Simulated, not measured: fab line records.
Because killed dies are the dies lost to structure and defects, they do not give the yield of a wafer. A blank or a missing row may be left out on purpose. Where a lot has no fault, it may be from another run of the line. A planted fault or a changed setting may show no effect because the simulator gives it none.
fab line records ; flow nand-harc
record: lots: 7; wafers: 21; last-day: 32
route steps=1302 shown A_WL_FILL@965
lots that met no fault: taken from a fault-free run of the same line
start-h: hours from the record's first day to the start of the lot's first wafer shown ; wait-h: hours since the lot's step before ; " identical to the entry in the row above ; L1.1+2: a single row standing in for several wafers ; - no value, or no start given ; * or withheld: withheld ; < > ~ a bound
route shown NAME@n: names a module that has steps shown in the file, with the first one's number in the route ; usual: mean/standard deviation of fault-free wafers ; same: alike in all rows ; chamber/n: place in a boat ; sites: per-site readings ; _std_site: standard deviation of those values ; _edge_site: the outer-site mean with the inner-site mean subtracted ; radius-mm: how far each site lies from the wafer's centre ; mask NAME#n: copy n ; behind: tool/chamber where the wafer was last shaped ; hold: what put the lot on hold/how long, in hours/how the hold closed ; device: transistor that didn't switch, given as n, p or np ; end of line: tests run on the same wafers once the route is complete ; for a step that has no rows: nothing shown but its recipe ; killed: the dies lost at the first sort to structure and to defects; this is not the yield of the wafer ; map: the dies of a wafer, with x for killed, . for not killed, _ for no die there
set.NAME: setting as actually run; set.NAME@STEP: the setting as run at that earlier step ; model.NAME: the simulator's own value behind a step, which no gauge read
lots at some steps of the route; a table a step, a row a wafer
services: when a tool's chamber went out of use (start-h, in hours from the record's first day, below 0 if earlier), for how many hours, and the reason
== steps ==
step: NHARC_A_WL_FILL_ALD_10
recipe: target-thk-a: 500; pulse-time-s: 10; ald-cycles: 500; temp-c: 300; material: SiO2
usual: heater-power-w: 462/61; precursor-pulse-height-rel: 1.002/0.019
lot.wafer;tool;chamber;start-h;wait-h;heater-power-w;precursor-pulse-height-rel
L946.2;ald-hk-03;0;483.93;0.6;471;0.989
L946.1;ald-hk-03;1;483.93;0.6;458;0.986
L946.5;ald-hk-03;0;485.98;2.6;480;0.974
L948.2;ald-hk-03;2;495.41;2.3;410;1.017
L948.3;ald-hk-03;3;495.41;2.3;560;0.987
L948.6;ald-hk-03;0;495.41;2.3;482;1.008
L953.4;ald-hk-01;0;550.07;0.6;417;1.009
L953.2;ald-hk-01;1;550.07;0.6;495;1.013
L953.5;ald-hk-01;3;551.60;2.1;520;1.018
L952.3;ald-hk-03;2;564.71;0.6;411;1.010
L952.2;ald-hk-03;3;564.71;0.6;581;1.018
L952.5;ald-hk-03;1;566.26;2.1;469;1.003
L954.1;ald-hk-01;0;569.86;1.1;411;1.003
L954.5;ald-hk-01;2;570.90;2.1;589;1.010
L954.6;ald-hk-01;3;570.90;2.1;516;1.007
L962.2;ald-hk-03;0;645.33;1.6;517;1.001
L962.5;ald-hk-03;1;645.33;1.6;460;0.978
L962.6;ald-hk-03;2;645.33;1.6;429;0.994
L965.3;ald-hk-04;1;664.56;0.7;395;1.022
L965.2;ald-hk-04;2;664.56;0.7;425;1.011
L965.5;ald-hk-04;1;666.62;2.8;400;0.997
step: NHARC_A_WL_FILL_ETCHBACK_16
recipe: target-depth-a: 1200; time-s: 24; c4f8-flow-sccm: withheld; o2-flow-sccm: 8; ar-flow-sccm: withheld; rf-w: 600; bias-w: 800; chemistry: C4F8/O2/Ar
step: NHARC_A_WL_FILL_STRIP_29
recipe: time-s: 20; o2-flow-sccm: 500; ar-flow-sccm: 0; bias-w: 0; chemistry: O2
usual: drypump-motor-current-A: 5.8/0.43; o2-flow-sccm: 500.2/1.5; oes-product-au: 1.003/0.011; rf-vpp-V: 58.0/0.9; showerhead-plenum-p-Torr: 3.57/0.12; throttle-valve-pct: 17.037/0.0086
lot.wafer;tool;chamber;start-h;wait-h;drypump-motor-current-A;o2-flow-sccm;oes-product-au;rf-hours-counter-h;rf-vpp-V;showerhead-plenum-p-Torr;throttle-valve-pct
L946.1;rie-diel-01;1;488.17;0.1;6.4;500.2;1.010;3;57.8;3.62;17.058
L946.2;rie-diel-01;2;488.17;0.1;5.7;498.3;0.986;4;56.5;3.31;17.041
L946.5;rie-diel-01;2;488.17;0.1;5.7;499.2;0.998;-;58.3;3.31;17.020
L948.3;rie-diel-12;0;499.09;0.1;6.0;499.7;0.987;1;57.2;3.44;17.037
L948.2;rie-diel-12;2;499.09;0.1;5.9;499.5;1.001;0;58.8;3.68;17.039
L948.6;rie-diel-12;3;499.09;0.1;5.6;498.7;1.008;-;57.4;3.57;17.026
L953.2;rie-diel-12;2;554.27;0.1;5.9;499.0;1.004;2;58.4;3.68;17.015
L953.4;rie-diel-12;1;554.27;0.1;5.8;499.5;0.990;2;56.8;3.73;17.040
L953.5;rie-diel-12;2;554.27;0.1;5.9;499.0;0.999;-;60.0;3.68;17.035
L952.3;rie-diel-05;1;568.94;0.1;6.0;499.0;1.004;10;59.5;3.68;17.032
L952.2;rie-diel-05;0;568.94;0.1;6.0;499.2;0.984;11;57.8;3.61;17.042
L952.5;rie-diel-05;1;568.94;0.1;6.0;501.8;1.021;-;58.9;3.68;17.033
L954.1;rie-diel-05;2;573.60;0.1;5.4;499.2;1.015;10;58.8;3.49;17.038
L954.6;rie-diel-05;0;573.60;0.1;6.0;501.5;0.985;-;56.5;3.61;17.053
L954.5;rie-diel-05;1;573.60;0.1;5.9;500.2;1.000;-;57.8;3.68;17.032
L962.2;rie-diel-01;0;648.51;0.1;4.8;499.3;1.011;3;59.0;3.52;17.030
L962.5;rie-diel-01;3;648.51;0.1;6.3;499.3;1.020;-;59.0;3.62;17.044
L962.6;rie-diel-01;0;648.51;0.1;4.8;501.1;1.000;-;57.7;3.52;17.039
L965.3;rie-diel-12;3;668.79;0.1;5.6;501.0;1.002;1;58.0;3.57;17.040
L965.2;rie-diel-12;0;668.79;0.1;6.0;498.2;0.983;1;57.5;3.44;17.016
L965.5;rie-diel-12;2;668.79;0.1;5.9;500.4;1.003;-;57.2;3.68;17.038
step: NHARC_A_WL_FILL_ETCHBACK_17
recipe: target-depth-a: 40; time-s: 26.7; chemistry: Cl2/BCl3
usual: drypump-motor-current-A: 5.6/0.42; he-backside-leak-sccm: 3.40/0.17; oes-product-au: 1.000/0.012
lot.wafer;tool;chamber;start-h;wait-h;drypump-motor-current-A;he-backside-leak-sccm;oes-product-au;rf-hours-counter-h
L946.2;rie-metal-01;0;488.26;-;6.0;3.41;1.018;1.4
L946.1;rie-metal-01;1;488.26;-;5.1;3.53;1.014;1.4
L946.5;rie-metal-01;1;488.26;-;5.1;3.46;1.011;-
L948.2;rie-metal-02;0;499.18;-;5.8;3.27;0.993;1.0
L948.3;rie-metal-02;0;499.18;-;5.8;3.57;0.990;-
L948.6;rie-metal-02;0;499.18;-;5.9;3.33;0.990;-
L953.2;rie-metal-03;1;554.36;-;6.2;3.21;1.002;0.1
L953.4;rie-metal-03;1;554.36;-;6.1;3.25;1.009;-
L953.5;rie-metal-03;0;554.36;-;5.4;3.41;0.992;-
L952.2;rie-metal-03;1;569.03;-;6.2;3.14;1.003;0.4
L952.3;rie-metal-03;1;569.03;-;6.2;3.17;0.994;-
L952.5;rie-metal-03;0;569.03;-;5.4;3.41;0.994;-
L954.1;rie-metal-01;0;573.68;-;6.1;3.35;1.016;2.3
L954.5;rie-metal-01;0;573.68;-;6.1;3.32;1.014;-
L954.6;rie-metal-01;1;573.68;-;5.1;3.40;1.011;-
L962.2;rie-metal-02;1;648.61;-;5.2;3.66;1.006;0.2
L962.5;rie-metal-02;0;648.61;-;5.8;3.33;1.001;-
L962.6;rie-metal-02;1;648.61;-;5.3;3.63;0.994;-
L965.2;rie-metal-03;1;668.89;-;6.2;3.12;0.994;2.4
L965.3;rie-metal-03;1;668.89;-;6.2;3.23;0.999;-
L965.5;rie-metal-03;0;668.89;-;5.4;3.43;0.985;-
step: NHARC_A_WL_FILL_PRECLEAN_18
recipe: time-s: 30; chemistry: dHF
step: NHARC_A_WL_FILL_SRD_21
step: NHARC_A_WL_FILL_CVD_23
recipe: target-thk-a: 400; temp-c: 620; pressure-mtorr: 200; time-s: 800; material: poly-Si
step: NHARC_A_WL_FILL_ETCHBACK_26
recipe: target-depth-a: 520; time-s: 13.3; hbr-flow-sccm: 150; rf-w: 350; icp-w: 350; bias-w: 60; chemistry: HBr
usual: drypump-motor-current-A: 5.7/0.47; he-backside-leak-sccm: 2.8/0.32; oes-product-au: 1.000/0.016; throttle-valve-pct: 23.266/0.0094
lot.wafer;tool;chamber;start-h;wait-h;drypump-motor-current-A;he-backside-leak-sccm;oes-product-au;rf-hours-counter-h;throttle-valve-pct
L946.1;rie-si-05;3;493.44;0.4;5.4;2.4;0.980;0;23.270
L946.2;rie-si-05;0;493.44;0.4;4.9;2.8;0.997;0;23.265
L946.5;rie-si-05;0;493.44;0.4;4.9;3.0;0.986;-;23.263
L948.3;rie-si-04;0;504.26;0.4;5.7;2.9;0.998;1.1;23.256
L948.2;rie-si-04;1;504.26;0.4;6.2;2.4;1.003;1.1;23.243
L948.6;rie-si-04;0;504.26;0.4;5.7;2.9;0.994;-;23.255
L953.2;rie-si-04;3;559.59;0.4;6.5;2.9;1.002;0.2;23.256
L953.4;rie-si-04;2;559.59;0.4;5.6;2.6;0.981;0.2;23.254
L953.5;rie-si-04;0;559.59;0.4;5.7;2.9;0.977;-;23.277
L952.2;rie-si-01;3;574.30;0.4;6.2;2.9;0.993;0.1;23.256
L952.3;rie-si-01;0;574.30;0.4;6.1;2.4;0.998;0.1;23.278
L952.5;rie-si-01;2;574.30;0.4;5.5;3.0;1.025;-;23.272
L954.1;rie-si-05;0;578.90;0.4;4.9;2.8;0.999;0.8;23.268
L954.6;rie-si-05;3;578.90;0.4;5.3;2.3;0.989;-;23.260
L954.5;rie-si-05;0;578.90;0.4;4.9;2.9;0.997;-;23.275
L962.2;rie-si-04;1;653.84;0.4;6.2;2.5;1.032;0.6;23.263
L962.6;rie-si-04;0;653.84;0.4;5.7;2.9;0.983;-;23.257
L962.5;rie-si-04;1;653.84;0.4;6.2;2.3;1.028;-;23.270
L965.3;rie-si-01;3;674.10;0.4;6.2;3.1;1.009;0.7;23.257
L965.2;rie-si-01;0;674.10;0.4;6.1;2.4;1.005;0.7;23.253
L965.5;rie-si-01;2;674.10;0.4;5.5;2.9;1.033;-;23.276
step: NHARC_A_WL_FILL_PRECLEAN_30
recipe: time-s: 10; chemistry: dHF
step: NHARC_A_WL_FILL_SRD_14
step: NHARC_A_WL_FILL_ALD_19
recipe: target-thk-a: 20; pulse-time-s: 3; ald-cycles: 100; temp-c: 450; material: TiN
usual: heater-power-w: 1064/120; precursor-pulse-height-rel: 0.999/0.02
lot.wafer;tool;chamber;start-h;wait-h;heater-power-w;precursor-pulse-height-rel
L946.2;ald-metal-04;1;493.74;0.1;1014;0.977
L946.1;ald-metal-04;2;493.74;0.1;1099;1.021
L946.5;ald-metal-04;3;493.74;0.1;948;0.973
L948.2;ald-metal-01;2;504.54;0.1;1317;1.016
L948.3;ald-metal-01;3;504.54;0.1;1089;1.048
L948.6;ald-metal-01;2;504.54;0.1;1306;0.971
L953.4;ald-metal-01;2;559.88;0.1;1354;1.004
L953.2;ald-metal-01;0;559.88;0.1;1048;0.989
L953.5;ald-metal-01;2;559.88;0.1;1294;0.977
L952.3;ald-metal-01;1;574.57;0.1;1190;0.992
L952.2;ald-metal-01;2;574.57;0.1;1311;1.019
L952.5;ald-metal-01;0;574.57;0.1;1025;1.005
L954.1;ald-metal-04;2;579.19;0.1;1086;0.987
L954.5;ald-metal-04;0;579.19;0.1;1052;0.969
L954.6;ald-metal-04;1;579.19;0.1;1038;1.012
L962.2;ald-metal-02;1;654.09;0.1;887;0.981
L962.6;ald-metal-02;1;654.09;0.1;895;0.987
L962.5;ald-metal-02;2;654.09;0.1;1008;1.017
L965.3;ald-metal-01;2;674.34;0.1;1376;0.994
L965.2;ald-metal-01;3;674.34;0.1;1088;0.989
L965.5;ald-metal-01;3;674.34;0.1;1067;0.962
step: NHARC_A_WL_FILL_CVD_20
recipe: target-thk-a: 1000; temp-c: 400; pressure-torr: 40; wf6-flow-sccm: 40; h2-flow-sccm: 1600; ar-flow-sccm: 1560; time-s: 74; material: W
usual: chamber-pressure-Torr: 40.00/0.081; heater-power-outer-w: 489/44; heater-power-w: 803/67; throttle-valve-pct: 8.03/0.23
lot.wafer;tool;chamber;start-h;wait-h;chamber-pressure-Torr;heater-power-outer-w;heater-power-w;throttle-valve-pct
L946.2;cvd-w-02;1;493.90;-;39.99;545;897;8.17
L946.1;cvd-w-02;0;493.90;-;40.08;431;744;7.98
L946.5;cvd-w-02;0;493.90;-;39.96;436;730;8.14
L948.2;cvd-w-02;0;504.74;-;40.07;421;740;8.29
L948.3;cvd-w-02;0;504.74;-;40.08;430;715;8.19
L948.6;cvd-w-02;0;504.74;-;40.00;431;751;8.22
L953.2;cvd-w-02;0;560.21;-;-;-;-;-
L953.4;cvd-w-02;0;560.21;-;-;-;-;-
L953.5;cvd-w-02;1;560.21;-;-;-;-;-
L952.2;cvd-w-01;0;574.80;-;-;-;-;-
L952.3;cvd-w-01;0;574.80;-;-;-;-;-
L952.5;cvd-w-01;0;574.80;-;-;-;-;-
L954.1;cvd-w-02;0;579.38;-;-;-;-;-
L954.6;cvd-w-02;1;579.38;-;-;-;-;-
L954.5;cvd-w-02;0;579.38;-;-;-;-;-
L962.2;cvd-w-02;1;654.29;-;39.84;524;841;7.93
L962.5;cvd-w-02;1;654.29;-;39.94;518;857;8.18
L962.6;cvd-w-02;0;654.29;-;40.11;425;715;7.62
L965.2;cvd-w-02;0;674.55;-;39.94;430;718;7.75
L965.3;cvd-w-02;1;674.55;-;40.08;539;882;8.26
L965.5;cvd-w-02;0;674.55;-;39.88;421;721;7.84
step: NHARC_A_WL_FILL_CMP_12
recipe: t-overpolish-s: 30; target-thk-nm: 100
usual: motor-current-A: 11.7/1.1; overpolish-run-s: 29.999/0.0094; time-to-endpoint-s: 19/3.2
same: t-overpolish-s: 30
lot.wafer;tool;chamber;start-h;wait-h;motor-current-A;overpolish-run-s;time-to-endpoint-s
L946.2;cmp-04;2;494.11;0.2;11.3;29.996;23
L946.1;cmp-04;3;494.11;0.2;11.3;29.991;19
L946.5;cmp-04;2;494.11;0.2;11.0;30.002;22
L948.3;cmp-01;0;504.92;0.1;12.9;30.000;17
L948.2;cmp-01;2;504.92;0.1;13.4;30.001;20
L948.6;cmp-01;3;504.92;0.1;11.7;29.995;20
L953.4;cmp-04;0;560.40;0.1;11.8;29.987;2
L953.2;cmp-04;2;560.40;0.1;11.1;29.972;6
L953.5;cmp-04;0;560.40;0.1;11.3;29.987;1
L952.3;cmp-01;0;575.09;0.2;12.7;30.014;2
L952.2;cmp-01;1;575.09;0.2;12.9;29.991;0
L952.5;cmp-01;0;575.09;0.2;13.3;29.995;0
L954.1;cmp-04;3;579.56;0.2;11.5;29.996;1
L954.6;cmp-04;2;579.56;0.2;11.3;30.001;4
L954.5;cmp-04;3;579.56;0.2;11.2;30.002;1
L962.2;cmp-01;2;654.52;0.2;14.1;30.013;21
L962.6;cmp-01;0;654.52;0.2;13.2;29.997;18
L962.5;cmp-01;1;654.52;0.2;12.8;30.000;16
L965.2;cmp-03;0;674.73;0.2;10.9;29.987;15
L965.3;cmp-03;2;674.73;0.2;11.3;30.001;20
L965.5;cmp-03;1;674.73;0.2;10.3;29.983;16
== services ==
tool;chamber;start-h;hours;kind
cmp-01;-;460.41;0.9;repair
cmp-04;-;466.37;1.7;repair
rie-si-04;-;467.00;0.3;repair
rie-metal-03;0;467.78;37.5;repair
cmp-01;-;479.52;4.0;pm
cmp-01;-;488.97;4.1;repair
cmp-04;-;503.06;4.0;pm
rie-metal-03;-;503.88;0.8;repair
rie-si-04;-;519.00;9.0;pm
rie-metal-03;-;519.57;9.0;pm
ald-metal-01;-;526.00;10.0;pm
cmp-04;-;552.14;1.0;repair
ald-metal-01;2;553.99;2.7;repair
rie-diel-12;-;566.12;0.2;repair
ald-hk-03;-;575.54;10.0;pm
cvd-w-02;1;582.91;10.5;repair
cvd-w-02;0;583.14;11.5;repair
ald-metal-01;1;596.81;5.2;repair
ald-metal-01;1;619.20;3.2;repair
ald-metal-01;1;623.38;1.7;repair
ald-metal-01;0;625.40;26.4;repair
ald-hk-03;-;627.82;0.5;repair
cvd-w-02;-;631.07;13.0;pm
ald-metal-01;1;643.08;5.6;repair
== key ==
first-sign: step: NHARC_A_WL_FILL_CVD_20; reading: tool-record; direction: missing
effect: step: NHARC_A_WL_FILL_CMP_12; reading: time-to-endpoint-s; direction: down; sigmas: 5.4; usual: *; struck: *
met-at NHARC_A_WL_FILL_CVD_20
struck-wafers L952.2,L952.3,L952.5,L953.2,L953.4,L953.5,L954.1,L954.5,L954.6
later-rows-left-out L952.2,L952.3,L952.5,L953.2,L953.4,L953.5,L954.1,L954.5,L954.6
sort-left-out L952.2,L952.3,L952.5,L953.2,L953.4,L953.5,L954.1,L954.5,L954.6
tester-left-out L952,L953,L954
onset-between 504.74 560.21
fault: kind: skipped-step-whole; tool: cvd-w-01,cvd-w-02; chamber: -; onset-h: 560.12; steps: NHARC_A_WL_FILL_CVD_20; scope: struck-lots-only
tester-left-out: of these lots the tester's yield and bins aren't shown, on N5 and GAA mostly nor the transistor test; their killed dies are dies lost to structure and defects alone, not to doping, threshold or leakage, so they don't give the yield
sort-left-out: the simulated sort isn't trusted on such a fault, so these wafers' sort isn't shown, and their yield isn't known
later-rows-left-out: the simulator's readings of these wafers behind a module that went badly wrong aren't trusted and aren't shown, but for the sort
